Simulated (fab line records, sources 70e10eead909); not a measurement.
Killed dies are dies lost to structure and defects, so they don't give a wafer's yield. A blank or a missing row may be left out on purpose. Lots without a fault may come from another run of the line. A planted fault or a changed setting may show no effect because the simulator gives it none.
fab line records | flow nand_harc | part 2 of 2: steps 5 to 6 of 6
record lots=19 wafers=57 last_day=25
route steps=1159 shown A_STAIRCASE@584
lots that met no fault: from a run of the same line without faults
start_h: hours from the record's first day to the start of the lot's first wafer shown | wait_h: hours since the lot's step before | " the same as in the row above | L1.1+2: a row that stands for several wafers | - no value, or no start given | * or withheld: withheld | < > ~ a bound
route shown NAME@n: a module of which the file shows steps, and the number in the route of the first | usual: mean/standard deviation of fault-free wafers | same: alike in all rows | chamber/n: place in a boat | sites: the reading at each site | _std_site: their standard deviation | _edge_site: outer sites' mean less inner sites' | radius_mm: how far each site lies from the wafer's centre | mask NAME#n: copy n | behind: the tool/chamber that last shaped the wafer | hold: why the lot was held/for how many hours/how that ended | device: the transistor (n, p or np) that didn't switch | end of line: the same wafers' tests at the end of the route | a step without rows: its recipe alone | killed: dies lost to structure and defects at the first sort, not the wafer's yield | map: a wafer's dies, x killed, . not, _ none there
set.NAME: the setting as run; set.NAME@STEP: as run at that earlier step | model.NAME: the simulator's own value behind a step, which no gauge read
steps of the route over a sample of lots; a table a step, a row a wafer
services: from which hour (start_h, from the record's first day; less than 0 if before it) a tool's chamber was out of use, for how many hours, and why
## steps
# step NHARC_A_STAIRCASE_TRIM_202
# recipe time_s=211.2 o2_flow_sccm=500 ar_flow_sccm=0 bias_w=0 chemistry=O2
# usual chamber_pressure_mTorr=60.00/0.057 drypump_motor_current_A=5.9/0.41 mfc_ar_sccm=0.013/0.015 o2_flow_sccm=500.1/1.4 oes_product_au=1.002/0.013 rf_vpp_V=57.6/0.88 showerhead_plenum_p_Torr=3.50/0.14 throttle_valve_pct=17.037/0.0084
# columns lot.wafer tool chamber start_h wait_h chamber_pressure_mTorr drypump_motor_current_A mfc_ar_sccm o2_flow_sccm oes_product_au rf_hours_counter_h rf_vpp_V showerhead_plenum_p_Torr throttle_valve_pct
L076.2 rie_diel-02 3 - - 59.95 5.4 0 500.1 1.009 37 56.9 3.67 17.047
L076.3 " 2 " " 60.01 6.1 0 499.8 0.995 34 57.7 3.52 17.042
L076.5 " 3 " " 59.96 5.4 0 500.5 1.020 - 57.2 3.67 17.035
L077.1 rie_diel-02 0 - - 60.02 5.5 0.041 500.0 1.011 36 58.2 3.49 17.045
L077.2 " 2 " " 59.97 6.1 0 504.0 1.008 37 57.7 3.52 17.050
L077.3 " 3 " " 60.00 5.4 0 499.1 1.029 39 59.7 3.67 17.025
L078.1 rie_diel-13 3 - - 59.94 5.5 0.026 498.7 1.007 58 57.7 3.77 17.010
L078.6 " 1 " " 59.92 6.3 0.014 498.2 1.008 - 58.4 3.49 17.043
L078.5 " 2 " " 60.04 5.8 0.010 498.9 1.005 - 58.3 3.46 17.034
L079.2 rie_diel-02 3 - - 60.10 5.4 0 501.3 1.007 41 58.0 3.67 17.049
L079.1 " 0 " " 60.13 5.4 0.041 501.1 1.001 39 57.9 3.49 17.028
L079.3 " 1 " " 60.10 5.5 0.002 499.3 0.990 36 56.6 3.44 17.029
L082.4 rie_diel-04 0 - - 59.91 5.8 0.015 500.1 0.997 57 55.9 3.32 17.039
L082.1 " 1 " " 60.06 6.6 0.026 502.3 1.020 59 56.7 3.54 17.032
L082.6 " 3 " " 60.06 6.2 0 498.5 1.004 - 57.6 3.37 17.025
L080.4 rie_diel-04 0 - - 60.00 5.8 0.015 499.0 1.000 58 55.7 3.32 17.043
L080.3 " 1 " " 59.94 6.5 0.026 504.3 1.023 60 57.4 3.54 17.032
L080.6 " 2 " " 59.99 6.3 0 499.7 1.014 - 58.7 3.27 17.048
L081.2 rie_diel-02 1 - - 60.02 5.6 0.002 502.2 0.988 43 58.1 3.43 17.034
L081.6 " 1 " " 59.93 5.6 0.002 501.8 0.993 - 57.9 3.43 17.023
L081.5 " 2 " " 59.91 6.1 0 499.6 1.018 - 58.8 3.51 17.023
L084.4 rie_diel-04 2 - - 60.05 6.3 0 500.0 0.988 1 59.1 3.81 17.039
L084.3 " 3 " " 59.89 6.2 0 499.6 0.993 1 57.5 3.37 17.041
L084.2 " 0 " " 59.96 5.8 0.015 502.4 0.993 1 56.4 3.32 17.030
L087.2 rie_diel-04 3 - - 60.01 6.2 0 498.9 1.007 7 55.9 3.37 17.035
L087.4 " 0 " " 60.05 5.8 0.015 500.0 0.992 7 57.4 3.31 17.035
L087.5 " 3 " " 60.04 6.1 0 499.6 0.994 - 56.8 3.37 17.038
L086.4 rie_diel-13 1 - - 60.00 6.3 0.014 501.9 1.005 13 58.0 3.48 17.046
L086.3 " 3 " " 60.04 5.4 0.026 501.4 0.993 10 58.2 3.77 17.031
L086.5 " 2 " " 60.00 5.8 0.010 498.1 1.001 - 57.2 3.45 17.025
L085.3 rie_diel-02 1 - - 59.93 5.5 0.002 499.8 0.990 61 56.1 3.42 17.039
L085.5 " 0 " " 59.97 5.4 0.041 501.2 1.008 - 56.4 3.48 17.030
L085.6 " 1 " " 60.00 5.5 0.002 498.4 1.003 - 57.5 3.42 17.032
L089.1 rie_diel-04 0 - - 60.08 5.8 0.015 499.2 0.991 17 58.6 3.31 17.028
L089.6 " 1 " " 59.96 6.5 0.026 500.8 1.010 - 57.2 3.53 17.036
L089.5 " 2 " " 59.99 6.3 0 500.7 0.986 - 56.9 3.80 17.035
L090.3 rie_diel-13 0 - - 59.94 5.3 0.036 500.7 1.012 19 56.7 3.34 17.045
L090.4 " 1 " " 60.07 6.3 0.014 496.0 1.014 21 58.5 3.48 17.047
L090.5 " 1 " " 60.01 6.3 0.014 498.2 1.008 - 56.9 3.48 17.036
L091.2 rie_diel-13 0 - - 60.06 5.3 0.036 499.9 0.997 21 58.0 3.34 17.026
L091.6 " 0 " " 59.99 5.3 0.036 501.3 1.002 - 58.9 3.34 17.035
L091.5 " 1 " " 59.89 6.3 0.014 498.2 1.004 - 57.9 3.48 17.039
L092.1 rie_diel-04 2 - - 60.09 6.4 0 499.4 0.991 13 58.7 3.80 17.015
L092.6 " 0 " " 60.06 5.8 0.015 499.1 0.992 - 56.2 3.31 17.045
L092.5 " 1 " " 60.05 6.5 0.026 501.5 1.027 - 59.2 3.53 17.044
L094.4 rie_diel-02 3 - - 60.01 5.4 0 499.5 0.995 5 58.1 3.65 17.046
L094.1 " 0 " " 59.88 5.5 0.041 501.9 0.987 5 57.3 3.47 17.029
L094.6 " 2 " " 59.94 6.1 0 500.2 0.998 - 57.8 3.50 17.044
L095.3 rie_diel-02 0 - - 60.01 5.4 0.041 497.0 0.986 9 57.1 3.47 17.028
L095.5 " 1 " " 60.00 5.5 0.002 496.5 0.978 - 55.4 3.42 17.039
L095.6 " 2 " " 59.90 6.1 0 497.7 0.987 - 58.4 3.49 17.040
L096.2 rie_diel-13 3 - - 59.95 5.5 0.026 500.5 0.987 29 58.9 3.76 17.043
L096.1 " 1 " " 59.95 6.3 0.014 498.0 1.001 33 57.4 3.47 17.038
L096.4 " 2 " " 60.09 5.8 0.010 498.3 0.995 32 56.0 3.44 17.037
L097.3 rie_diel-04 0 - - 59.90 5.8 0.015 503.4 1.002 35 57.6 3.30 17.037
L097.2 " 1 " " 60.04 6.5 0.026 501.9 1.040 35 57.2 3.52 17.054
L097.4 " 0 " " 59.96 5.8 0.015 499.5 0.999 - 56.3 3.30 17.030
# step NHARC_A_STAIRCASE_ETCH_313
# recipe cf4_flow_sccm=100 chf3_flow_sccm=30 ar_flow_sccm=0 rf_w=500 bias_w=200 chemistry=CF4/CHF3
# usual chamber_pressure_mTorr=24.998/0.025 chf3_flow_sccm=30.00/0.094 drypump_motor_current_A=5.8/0.4 mfc_ar_sccm=0.013/0.015 oes_product_au=0.936/0.021 rf_vpp_V=370.1/2.3 showerhead_plenum_p_Torr=1.56/0.065 throttle_valve_pct=16.802/0.0084
# columns lot.wafer tool chamber start_h wait_h chamber_pressure_mTorr chf3_flow_sccm drypump_motor_current_A mfc_ar_sccm oes_product_au rf_hours_counter_h rf_vpp_V showerhead_plenum_p_Torr throttle_valve_pct
L076.2 rie_diel-02 1 268.42 0.1 24.990 30.07 5.5 0.002 0.918 35 370.0 1.53 16.790
L076.3 " 3 " " 25.042 30.07 5.3 0 0.947 41 373.0 1.64 16.812
L076.5 " 1 " " 25.002 30.05 5.5 0.002 0.910 - 369.6 1.53 16.794
L078.1 rie_diel-02 2 278.51 0.1 25.015 30.18 6.1 0 0.984 41 370.6 1.57 16.806
L078.5 " 1 " " 25.034 30.06 5.5 0.002 0.954 - 370.3 1.53 16.806
L078.6 " 2 " " 24.993 30.09 6.1 0 0.988 - 371.9 1.57 16.801
L077.2 rie_diel-04 2 278.82 0.1 24.970 30.16 6.3 0 0.926 58 366.6 1.46 16.806
L077.1 " 3 " " 24.990 29.90 6.2 0 0.922 56 368.6 1.50 16.798
L077.3 " 0 " " 24.996 29.85 5.8 0.015 0.929 55 366.4 1.48 16.791
L079.2 rie_diel-13 3 286.16 0.1 24.999 30.01 5.4 0.026 0.944 0 373.8 1.68 16.801
L079.3 " 0 " " 24.971 30.08 5.3 0.036 1.005 0 368.5 1.49 16.803
L079.1 " 1 " " 24.984 29.99 6.3 0.014 0.955 0 369.5 1.56 16.823
L082.4 rie_diel-02 0 302.87 0.1 24.967 30.02 5.4 0.041 0.941 53 368.4 1.55 16.785
L082.1 " 1 " " 24.981 30.13 5.5 0.002 0.912 51 367.8 1.53 16.796
L082.6 " 0 " " 25.037 29.98 5.5 0.041 0.933 - 370.9 1.55 16.795
L081.2 rie_diel-02 1 305.44 0.1 24.999 30.11 5.5 0.002 0.906 52 369.9 1.53 16.804
L081.6 " 1 " " 24.940 30.01 5.5 0.002 0.921 - 369.9 1.53 16.803
L081.5 " 2 " " 25.006 29.94 6.1 0 0.934 - 369.9 1.56 16.795
L080.3 rie_diel-02 3 307.47 0.1 25.026 30.05 5.4 0 0.928 55 372.4 1.63 16.797
L080.4 " 0 " " 25.044 30.07 5.4 0.041 0.920 54 368.9 1.55 16.796
L080.6 " 2 " " 25.042 30.02 6.0 0 0.922 - 370.4 1.56 16.792
L084.4 rie_diel-13 2 316.97 0.1 24.970 30.00 5.8 0.010 0.915 12 370.4 1.54 16.806
L084.3 " 3 " " 25.015 30.06 5.4 0.026 0.915 10 374.9 1.68 16.796
L084.2 " 1 " " 24.974 30.01 6.3 0.014 0.922 12 369.6 1.55 16.807
L087.2 rie_diel-13 0 336.26 0.1 24.979 30.30 5.3 0.036 0.931 18 367.7 1.49 16.797
L087.4 " 1 " " 24.994 29.92 6.3 0.014 0.940 20 370.1 1.55 16.817
L087.5 " 1 " " 25.010 29.98 6.3 0.014 0.938 - 370.0 1.55 16.807
L086.3 rie_diel-13 3 336.93 0.1 24.988 30.03 5.4 0.026 0.917 19 373.7 1.68 16.799
L086.4 " 0 " " 25.027 29.89 5.3 0.036 0.932 19 368.2 1.49 16.810
L086.5 " 3 " " 25.014 29.99 5.4 0.026 0.922 - 373.5 1.68 16.818
L085.3 rie_diel-02 0 343.88 0.1 24.967 30.05 5.4 0.041 0.969 3 369.6 1.55 16.800
L085.5 " 3 " " 25.035 29.90 5.4 0 0.983 - 372.8 1.63 16.799
L085.6 " 0 " " 24.983 30.05 5.5 0.041 0.970 - 370.8 1.55 16.801
L089.1 rie_diel-04 2 354.44 0.1 25.001 30.04 6.3 0 0.919 19 376.0 1.70 16.788
L089.6 " 3 " " 24.991 30.00 6.2 0 0.919 - 367.9 1.50 16.803
L089.5 " 0 " " 25.019 29.94 5.8 0.015 0.919 - 369.0 1.47 16.791
L090.3 rie_diel-04 1 355.69 0.1 24.964 30.17 6.5 0.026 0.925 24 370.0 1.57 16.815
L090.4 " 2 " " 25.025 30.05 6.3 0 0.918 20 374.2 1.70 16.812
L090.5 " 3 " " 24.995 29.99 6.2 0 0.923 - 369.4 1.50 16.813
L091.2 rie_diel-02 1 359.36 0.1 24.988 29.96 5.5 0.002 0.968 9 368.1 1.52 16.793
L091.6 " 2 " " 24.983 30.03 6.1 0 0.970 - 370.9 1.56 16.795
L091.5 " 3 " " 24.991 30.05 5.4 0 0.978 - 372.0 1.63 16.817
L092.1 rie_diel-04 0 361.17 0.1 25.017 29.96 5.8 0.015 0.915 26 366.0 1.47 16.794
L092.5 " 3 " " 25.031 30.17 6.2 0 0.927 - 368.7 1.50 16.801
L092.6 " 0 " " 24.995 29.93 5.8 0.015 0.923 - 367.7 1.47 16.802
L094.1 rie_diel-04 0 370.28 0.1 24.987 30.08 5.8 0.015 0.950 28 366.6 1.47 16.796
L094.6 " 2 " " 24.982 30.12 6.3 0 0.961 - 375.9 1.69 16.805
L094.4 " 0 " " 24.966 30.01 5.8 0.015 0.955 - 366.9 1.47 16.810
L095.3 rie_diel-02 0 382.60 0.1 24.978 30.03 5.4 0.041 0.920 15 370.4 1.55 16.786
L095.6 " 0 " " 24.997 29.96 5.4 0.041 0.921 - 369.0 1.55 16.799
L095.5 " 1 " " 25.012 30.13 5.5 0.002 0.918 - 370.6 1.52 16.804
L096.2 rie_diel-13 3 383.48 0.1 25.014 29.79 5.4 0.026 0.919 37 372.9 1.67 16.807
L096.4 " 0 " " 25.030 29.96 5.3 0.036 0.928 37 368.5 1.48 16.798
L096.1 " 2 " " 24.983 30.04 5.8 0.010 0.916 38 369.6 1.53 16.797
L097.2 rie_diel-02 0 398.77 0.1 24.978 30.10 5.5 0.041 0.923 23 369.6 1.54 16.813
L097.3 " 2 " " 24.959 29.86 6.1 0 0.930 22 369.5 1.56 16.805
L097.4 " 3 " " 24.962 29.84 5.3 0 0.934 23 373.0 1.62 16.793
## services
# columns tool chamber start_h hours kind
rie_diel-02 0 233.45 - clean
rie_diel-02 1 233.45 - clean
rie_diel-02 2 233.45 - clean
rie_diel-02 3 233.45 - clean
rie_diel-02 0 257.95 - clean
rie_diel-02 1 257.95 - clean
rie_diel-02 2 257.95 - clean
rie_diel-02 3 257.95 - clean
rie_diel-13 - 276.00 9.0 pm
rie_diel-02 0 282.46 - clean
rie_diel-02 1 282.46 - clean
rie_diel-02 2 282.46 - clean
rie_diel-02 3 282.46 - clean
rie_diel-02 0 307.04 - clean
rie_diel-02 1 307.04 - clean
rie_diel-02 2 307.04 - clean
rie_diel-02 3 307.04 - clean
rie_diel-02 0 327.98 9.0 vent_cycle
rie_diel-02 2 327.98 9.0 vent_cycle
rie_diel-02 3 327.98 9.0 vent_cycle
rie_diel-04 2 328.79 7.2 repair
rie_diel-02 0 336.98 - clean
rie_diel-02 1 336.98 - clean
rie_diel-04 3 365.31 26.3 repair
